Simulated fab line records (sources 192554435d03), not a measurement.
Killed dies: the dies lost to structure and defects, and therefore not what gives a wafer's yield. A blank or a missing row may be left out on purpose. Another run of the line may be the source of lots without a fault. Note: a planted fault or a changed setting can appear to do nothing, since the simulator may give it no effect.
Chamber matching + flow n5_finfet + 4 sister chambers for N5_GATE_CUT_STRIP_42 on rie_diel-01
The step strips in O2. 8 wafers are shown with their chamber, then 8 later ones without.

## EACH WAFER AND ITS CHAMBER
| wafer  | chamber | drypump_motor_current_A (A) | showerhead_plenum_p_Torr (Torr) |
|--------|---------|-----------------------------|---------------------------------|
| L076.3 | 1       | 5.8                         | 2.24                            |
| L076.5 | 0       | 6.0                         | 2.17                            |
| L083.1 | 0       | 6.0                         | 2.16                            |
| L083.2 | 2       | 6.4                         | 2.17                            |
| L083.4 | 2       | 6.3                         | 2.17                            |
| L085.2 | 1       | 5.8                         | 2.23                            |
| L085.6 | 3       | 4.9                         | 2.15                            |
| L087.1 | 3       | 4.9                         | 2.15                            |

## WAFERS WHOSE CHAMBER IS MISSING
| wafer  | drypump_motor_current_A (A) | showerhead_plenum_p_Torr (Torr) |
|--------|-----------------------------|---------------------------------|
| L087.2 | 6.0                         | 2.16                            |
| L087.3 | 6.3                         | 2.16                            |
| L087.4 | 5.8                         | 2.23                            |
| L087.5 | 6.3                         | 2.16                            |
| L087.6 | 5.8                         | 2.23                            |
| L097.1 | 5.8                         | 2.22                            |
| L097.4 | 5.8                         | 2.22                            |
| L097.5 | 4.9                         | 2.14                            |

## CHAMBER TAKEN BY EACH
| wafer  | from the rows above | in truth |
|--------|---------------------|----------|
| L087.2 | 0                   | 0        |
| L087.3 | 2                   | 2        |
| L087.4 | 1                   | 1        |
| L087.5 | 2                   | 2        |
| L087.6 | 1                   | 1        |
| L097.1 | 1                   | 1        |
| L097.4 | 1                   | 1        |
| L097.5 | 3                   | 3        |
8 of 8 placed correctly. Number that these rows cannot place: 0. Placed wrongly: 0.
How it was worked out, from the rows above alone: a wafer's distance from a chamber is the root of the sum, over the readings, of the square of ((its reading less the chamber's mean) divided by the reading's scatter). If the next closest chamber is less than 2 further off than the closest, the wafer can't be placed; otherwise it belongs to the closest. For every chamber, the mean is computed from those of its wafers that are shown. The scatter: take each reading less its chamber's mean, square it, sum over the shown wafers, divide by the number of wafers less the number of chambers, and take the root.
